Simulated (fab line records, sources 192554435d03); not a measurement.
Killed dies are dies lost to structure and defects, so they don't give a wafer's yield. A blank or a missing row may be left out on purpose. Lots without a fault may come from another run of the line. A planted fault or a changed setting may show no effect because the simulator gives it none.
Which tool did it? | flow n5_finfet | 12 lots, 36 wafers sampled, at 1 step of a route of 1938

WHAT THE GAUGES READ, wafer by wafer
N5_BEOL_M0_SAQP_CD_MEAS_40: target cd 30 nm.
lot  | measured     | on        | cd_nm (nm)
L075 | day 6 01:14  | cd_sem-02 | 30.05 30.01 29.76
L077 | day 6 08:21  | cd_sem-03 | 29.65 29.47 29.78
L079 | day 6 22:00  | cd_sem-03 | 29.92 30.14 30.01
L081 | day 7 11:48  | cd_sem-02 | 30.11 29.94 29.94
L083 | day 7 22:21  | cd_sem-02 | 30.48 30.02 29.97
L085 | day 8 06:04  | cd_sem-02 | 30.03 29.95 29.74
L087 | day 9 04:05  | cd_sem-01 | 30.20 30.45 29.49
L088 | day 9 14:26  | cd_sem-03 | 29.88 30.07 29.96
L091 | day 9 22:17  | cd_sem-02 | 30.04 29.95 30.07
L093 | day 10 15:44 | cd_sem-01 | 30.63 29.79 29.91
L095 | day 11 05:24 | cd_sem-01 | 29.92 29.52 29.79
L097 | day 11 10:35 | cd_sem-01 | 29.98 30.06 29.97

WHICH TOOL RAN EACH LOT (tool, then ch and the chambers of the sampled wafers, then the start)
The record holds no process step before these readings.

THE ANSWER, worked out from the rows above alone
Rule: what is usual is taken from the lots themselves. Put in order of their means at a reading, lots are off if they are a third of the lots or fewer, leave a main group of 4 or more, and stand apart from it by a gap of 3 or more times the standard deviation of the main group's means; of several such gaps the widest counts. A main group whose means are all the same, to the digits that the tables above print for the reading, isn't used. A lot without any number at a reading at which 4 lots or more have one is off too. The other lots that the step has rows for count as sound.
No lot is off at any reading shown: from this, nothing can be told.

WHAT THE SIMULATOR HAD PUT IN
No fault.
